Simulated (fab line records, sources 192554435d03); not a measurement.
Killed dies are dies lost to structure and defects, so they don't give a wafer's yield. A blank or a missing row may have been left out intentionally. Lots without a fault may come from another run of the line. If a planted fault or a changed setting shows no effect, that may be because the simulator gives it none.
A struck lot beside a sound one	flow n5 finfet	36 steps out of a route of 1938
Sound: these wafers, L125.1, L125.4, L125.6. The struck wafers were L130.3, L130.4, L130.6. At the end, the cause is stated.
Per side, at each step with rows, come the tool, then ch with its chambers, and then its first start. Under that, the readings that differ: sound wafers	struck wafers	difference of the means	sigmas: that difference in standard deviations of wafers without a fault.
alike: readings with means less than 2 such deviations apart, plus words and numbers identical on both sides. not compared: withheld readings, readings lacking a value on some wafer, bounds such as >300 that could conceal the same value, and numbers that have no deviation in the record and whose values overlap.
Wherever a step has rows on one side only, a row that says differs or no value, or a row with sigmas, the two part there. Numbers that don't overlap but have no deviation are shown without sigmas and don't part them. A reading missing from all wafers of one side parts the sides only when that side holds two or more wafers.

first, 8 steps without rows for these wafers: N5_BEOL_M4_ECD_50 (material Cu, target thk 300 nm); N5_BEOL_M4_ANNEAL_51 (time 90 s); N5_BEOL_M4_CMP_52 (polishes, stops on SiOC, t overpolish 6.8 s, target thk 40 nm); N5_BEOL_M4_PRE_CLEAN_60 (time 15 s); N5_BEOL_M4_CO_CAP_55 (material Co, precursor CCTBA/H2, target thk 2 nm, time 102.1 s); N5_BEOL_M4_PRE_CLEAN_56 (time 15 s); N5_BEOL_M4_DEP_57 (deposits SiCN from 3MS/NH3, target thk 8 nm, time 14 s); N5_BEOL_M5_ILD_DEP_00 (deposits SiCOH lowk from DEMS/porogen, target thk 140.64 nm, time 25.9 s).
N5_BEOL_M5_CURE_79: cures SiCOH lowk, time 240 s.
  sound on uv cure-03 ch 0, day 8 23:22; struck on uv cure-01 ch 1, day 10 01:18
  no value came back on the struck wafers for lamp power pct (%), run length s (s), wafer_temp_C_max; on the sound wafers lamp power pct (%) reads 52.21 52.36 52.33
reading	sound	struck	difference	sigmas
model.SiCOH_lowk_of_BEOL_M5_ILD_DEP_00.thk nm (nm)	118.2 120.6 121	137.8 139.6 140.8	+19.5	
N5_BEOL_M5_THK_MEAS_01:
  sound: film metro-01 at day 8 23:53; struck: film metro-01 at day 10 01:39
reading	sound	struck	difference	sigmas
M5_ILD_THK (nm)	118.2 120.4 121.0	138.0 139.7 140.7	+19.6	+11
then, 24 steps without rows for these wafers: N5_BEOL_M5_PECVD_70 (deposits SiO2 from TEOS/O2, target thk 16 nm, time 18 s); N5_BEOL_M5_HM_DEP_02 (deposits TiN, target thk 20 nm); N5_BEOL_M5_COAT_59 (time 60 s, resist thk 60 nm); N5_BEOL_M5_COAT_60 (time 60 s, resist thk 12 nm); N5_BEOL_M5_COAT_71 (time 60 s, resist thk 5 nm); N5_BEOL_M5_COAT_05 (resist thk 30 nm); N5_BEOL_M5_EBR_07; N5_BEOL_M5_SOFTBAKE_06 (time 60 s); N5_BEOL_M5_EXPOSE_08 (exposes mask M5, target cd 28 nm); N5_BEOL_M5_PEB_09 (peb time 60 s); N5_BEOL_M5_DEVELOP_10 (develop time 30 s); N5_BEOL_M5_DESCUM_16 (chemistry O2, time 7 s); N5_BEOL_M5_ETCH_72 (etches underlayer in N2/H2, target depth 6.5 nm, time 5.2 s); N5_BEOL_M5_ETCH_61 (etches SiARC in CF4, target depth 15.6 nm, time 26 s); N5_BEOL_M5_ETCH_62 (etches SOC in N2/H2, target depth 75 nm, overetch 15 nm, time 112.5 s); N5_BEOL_M5_STRIP_63 (strips in N2/H2); N5_BEOL_M5_STRIP_73 (strips in N2/H2); N5_BEOL_M5_STRIP_64 (strips in CF4); N5_BEOL_M5_HM_OPEN_17 (chemistry Cl2/BCl3, target TiN, target depth 20 nm, overetch 6 nm); N5_BEOL_M5_STRIP_19 (strips in O2); N5_BEOL_M5_COAT_65 (time 60 s, resist thk 60 nm); N5_BEOL_M5_COAT_66 (time 60 s, resist thk 12 nm); N5_BEOL_M5_COAT_74 (time 60 s, resist thk 5 nm); N5_BEOL_M5_COAT_22 (resist thk 30 nm).
N5_BEOL_M5_CMP_52: polishes, stops on SiCOH lowk, t overpolish 6.9 s, target thk 62 nm.
  sound on cmp-01 ch 1,2,3, day 9 08:48; struck on cmp-01 ch 0,2, day 10 12:09
reading	sound	struck	difference	sigmas
model.SiCOH_lowk_of_BEOL_M5_ILD_DEP_00.thk nm (nm)	115.2 117.6 118	134.8 136.6 137.8	+19.5	
  alike: clearing platen rpm, motor current A
-- the record jumps here: 3 days lie between the struck wafers' starts before and after (it left off in module BEOL_M5 and takes up again in module PASSIVATION, whose first step shown is number 1936 of the route) --
N5_PASSIVATION_PROBE_49:
  the record has rows for the struck wafers here (prober-01, day 13 23:08) and none for the sound ones

== WHERE THEY PART ==
At N5_BEOL_M5_CURE_79 first; at N5_PASSIVATION_PROBE_49 last (within this record only).

WHY: the cause the simulator had injected
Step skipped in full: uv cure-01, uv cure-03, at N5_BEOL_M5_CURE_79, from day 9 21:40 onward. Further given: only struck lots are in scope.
